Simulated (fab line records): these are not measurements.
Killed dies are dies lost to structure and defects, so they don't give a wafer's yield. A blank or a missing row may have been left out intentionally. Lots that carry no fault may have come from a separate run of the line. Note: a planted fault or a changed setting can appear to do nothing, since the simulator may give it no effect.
Comparing a struck lot with a sound one || flow n5Finfet || 28 steps out of a route of 1938
Sound: these wafers, L765.1, L765.2, L765.4. Wafers struck: L752.2, L752.3, L752.6. Last of all comes the cause.
For every step that has rows: the tool of each side, followed by ch and its chambers, followed by its first start. Under that, the readings that differ: sound wafers || struck wafers || difference of the means || sigmas: that difference in standard deviations of wafers without a fault.
alike: a reading whose means differ by less than 2 such deviations, as well as words and numbers matching on both sides. not compared: withheld readings; readings where some wafer has no value; bounds like >300 that might hide an equal value; numbers whose values overlap and for which the record gives no deviation.
A row with sigmas, a row that says differs or no value, or rows on one side alone: a step with any of these is where the two part. Numbers that have no deviation but don't overlap get no sigmas and don't part them. Lack of a reading on every wafer of one side parts them only where that side has two or more wafers.

first, 12 steps without rows for these wafers: N5_MOL_CONTACT_COAG_ETCH_89 (etches underlayer in N2/H2, target depth 13 nm, time 10.4 s); N5_MOL_CONTACT_COAG_ETCH_90 (etches SiARC in CF4, target depth 13 nm, time 21.7 s); N5_MOL_CONTACT_COAG_ALD_131 (deposits SiO2, target thk 5 nm, pulse time 1 s, co reactant pulse time 1 s); N5_MOL_CONTACT_COAG_ETCHBACK_132 (etches SiO2 in CHF3, target depth 10 nm, time 6.7 s); N5_MOL_CONTACT_COAG_ETCH_91 (etches SOC in N2/H2, target depth 60 nm, overetch 21 nm, time 101.2 s); N5_MOL_CONTACT_COAG_STRIP_92 (strips in N2/H2); N5_MOL_CONTACT_COAG_STRIP_93 (strips in N2/H2); N5_MOL_CONTACT_COAG_ETCHBACK_135 (etches SiO2 in CHF3, target depth 25 nm, time 16.7 s); N5_MOL_CONTACT_COAG_STRIP_118 (strips in CHF3); N5_MOL_CONTACT_COAG_VIA_ETCH_46 (etches SiO2 in C4F6/O2, target depth 46 nm, overetch 9.2 nm, time 40 s); N5_MOL_CONTACT_COAG_STRIP_96 (strips in N2/H2); N5_MOL_CONTACT_COAG_ETCH_47 (etches SiNx in CH3F/O2, stops on W, target depth 27 nm).
N5_MOL_CONTACT_COAG_STRIP_119: strips in N2/H2, time 30 s.
  sound on plasmaAsher-02 ch 0,1, day 10 23:40; struck on plasmaAsher-01 ch 1, day 7 12:53
  no value came back on the struck wafers for drypumpMotorCurrentA (A), h2FlowSccm (sccm), heaterPowerW (W); on the sound wafers drypumpMotorCurrentA (A) reads 4.8 5.6 4.8
  not compared: rfHoursCounterH
then, 11 steps without rows for these wafers: N5_MOL_CONTACT_COAG_PRECLEAN_144 (cleans in alkaline clean, time 60 s); N5_MOL_CONTACT_COAG_SRD_145 (time 30 s); N5_MOL_CONTACT_COAG_COAT_62 (time 60 s, resist thk 60 nm); N5_MOL_CONTACT_COAG_COAT_63 (time 60 s, resist thk 10 nm); N5_MOL_CONTACT_COAG_COAT_64 (time 60 s, resist thk 10 nm); N5_MOL_CONTACT_COAG_COAT_34 (resist thk 40 nm); N5_MOL_CONTACT_COAG_EBR_36; N5_MOL_CONTACT_COAG_SOFTBAKE_35 (time 60 s); N5_MOL_CONTACT_COAG_EXPOSE_37 (exposes mask VD, defocus 0 nm); N5_MOL_CONTACT_COAG_PEB_38 (peb time 60 s); N5_MOL_CONTACT_COAG_DEVELOP_39 (develop time 30 s).
N5_MOL_CONTACT_COAG_INSPECT_42: inspects for defects (brightfield).
  sound: defectInspect-02 at day 11 00:20; struck: defectInspect-01 at day 7 13:27
{"reading": "rawDefectCount", "sound": "365 461 157", "struck": "668 621 616", "difference": "+307", "sigmas": "+6"}
then, 1 step without rows for these wafers: N5_MOL_CONTACT_COAG_DESCUM_45 (chemistry O2, time 7 s).
-- the record jumps here: 3 days lie between the struck wafers' starts before and after (it left off in module MOL_CONTACT_COAG and takes up again in module BEOL_M4, whose first step shown is number 1111 of the route) --
N5_BEOL_M4_RC_MEAS_101:
  sound on prober-01 ch 0, day 13 21:28; struck on prober-01 ch 0, day 10 04:54
  alike: DIBL_N, DIBL_P, IOFF_N, IOFF_P, ION_N, ION_P, SS_N, SS_P, VT_N, VT_P
-- here the record skips 5 days between the struck wafers' starts before and after, leaving off in module BEOL_M4 and picking up in module PASSIVATION (first step shown: number 1936 of the route) --
N5_PASSIVATION_PROBE_49:
  the record has rows for the struck wafers here (prober-01, day 15 05:22) and none for the sound ones

WHERE THEY PART
Earliest at N5_MOL_CONTACT_COAG_STRIP_119; latest, in this record, at N5_PASSIVATION_PROBE_49.

WHY: what the simulator had put in
Entire step skipped (plasmaAsher-01, N5_MOL_CONTACT_COAG_STRIP_119), from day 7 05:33 onward. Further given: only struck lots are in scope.
